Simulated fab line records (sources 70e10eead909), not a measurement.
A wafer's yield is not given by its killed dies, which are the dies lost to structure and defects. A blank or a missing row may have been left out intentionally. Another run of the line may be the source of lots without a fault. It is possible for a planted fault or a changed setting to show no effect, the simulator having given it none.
Chamber matching :: flow nand_harc :: 4 sister chambers for NHARC_THIN_TSV_ETCHBACK_48 on rie_diel-13
The step etches the open film in C4F8/Ar, target depth 1028.5 nm, time 405.17 s. 4 wafers are shown with their chamber, then 9 later ones without.

== WAFERS PAIRED WITH THEIR CHAMBERS ==
wafer: L440.5
chamber: 3
rf_vpp_V (V): 549

wafer: L443.3
chamber: 1
rf_vpp_V (V): 549

wafer: L443.4
chamber: 2
rf_vpp_V (V): 541

wafer: L443.6
chamber: 0
rf_vpp_V (V): 544

== WAFERS WHOSE CHAMBER IS MISSING ==
wafer: L442.1
rf_vpp_V (V): 550

wafer: L442.3
rf_vpp_V (V): 550

wafer: L442.6
rf_vpp_V (V): 542

wafer: L451.1
rf_vpp_V (V): 547

wafer: L451.3
rf_vpp_V (V): 543

wafer: L451.4
rf_vpp_V (V): 549

wafer: L450.1
rf_vpp_V (V): 549

wafer: L450.3
rf_vpp_V (V): 543

wafer: L450.6
rf_vpp_V (V): 550

== CHAMBER TAKEN BY EACH ==
wafer: L442.1
from the rows above: can't be placed: 1 or 3
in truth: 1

wafer: L442.3
from the rows above: can't be placed: 1 or 3
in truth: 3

wafer: L442.6
from the rows above: can't be placed: 2 or 0
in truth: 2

wafer: L451.1
from the rows above: can't be placed: 1 or 3 or 0
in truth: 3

wafer: L451.3
from the rows above: can't be placed: 0 or 2
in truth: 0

wafer: L451.4
from the rows above: can't be placed: 1 or 3
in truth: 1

wafer: L450.1
from the rows above: can't be placed: 1 or 3
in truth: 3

wafer: L450.3
from the rows above: can't be placed: 0 or 2
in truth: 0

wafer: L450.6
from the rows above: can't be placed: 1 or 3
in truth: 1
Correct placement for 0 of the 9. Can't be placed from these rows: 9 (the true chamber is among the candidates in 9). Placed wrongly: 0.
How it was worked out, from the rows above alone: a wafer's distance from a chamber is the root of the sum, over the readings, of the square of ((its reading less the chamber's mean) divided by the reading's scatter). If the next closest chamber is less than 2 further off than the closest, the wafer can't be placed; otherwise it belongs to the closest. For every chamber, the mean is computed from those of its wafers that are shown. The scatter: with one shown wafer a chamber, the root of the mean of the squares of how far each hidden wafer lies from its nearest shown one.
